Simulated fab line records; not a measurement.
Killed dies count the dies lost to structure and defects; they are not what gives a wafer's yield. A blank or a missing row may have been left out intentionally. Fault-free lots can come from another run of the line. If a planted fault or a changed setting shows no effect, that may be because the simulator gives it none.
Which of the tools did it? -- flow n5-finfet -- 11 lots (31 wafers sampled), 1 step of a 1938-step route

WHAT EACH GAUGE READ, for each wafer
N5_HKMG_FIN_OVL_MEAS_13. Usual: NWFM_OVL typically reads -0.4 nm, with standard deviation 0.79.
lot,measured,on,NWFM_OVL (nm),flag
L745,day 4 04:31,overlay-01,0.0 -0.5 0.4,
L748,day 4 23:56,overlay-01,0.2 0.5 -0.3,
L749,day 5 04:19,overlay-01,-0.5 -0.8 0.1,
L750,day 5 13:50,overlay-02,-1.3 -1.1 -1.0,
L751,day 5 14:49,overlay-02,-0.5 0.0,
L752,day 6 00:12,overlay-02,-0.4 -0.5,
L757,day 7 04:59,overlay-02,-0.5 -2.0 -1.2,
L761,day 8 03:19,overlay-02,-0.6 -0.1 -0.9,
L763,day 8 13:23,overlay-02,0.7 -1.2 0.6,
L766,day 9 10:52,overlay-01,-0.4 0.0 -0.8,
L767,day 9 14:33,overlay-02,-1.4 -2.7 -1.4,

WHICH TOOL RAN EACH LOT (tool, then ch and the chambers of the sampled wafers, then the start)
No process step before these readings appears in the record.

AS READ BY THE TOOLS THEMSELVES (means over the sampled wafers that have a number; for cases with no such wafer, the mark the record gives instead)
The record holds no such reading with a usual standard deviation.

THE ANSWER, worked out from the rows above alone
Rule: lot off if the mean of its wafers having a number is beyond 3 standard deviations from the usual mean. A lot without any number at a reading at which 4 lots or more have one is off too. Any other lot the step has rows for is counted as sound. The gauges are gone through in route order, then the tools' own readings, and for those a lot's mean is taken as printed above. The first step at which some lot is off is used, and at that step the reading that is off furthest; a lot without a number counts as furthest.
None of the lots is off at any reading shown; this tells nothing.

WHAT THE SIMULATOR HAD INSERTED
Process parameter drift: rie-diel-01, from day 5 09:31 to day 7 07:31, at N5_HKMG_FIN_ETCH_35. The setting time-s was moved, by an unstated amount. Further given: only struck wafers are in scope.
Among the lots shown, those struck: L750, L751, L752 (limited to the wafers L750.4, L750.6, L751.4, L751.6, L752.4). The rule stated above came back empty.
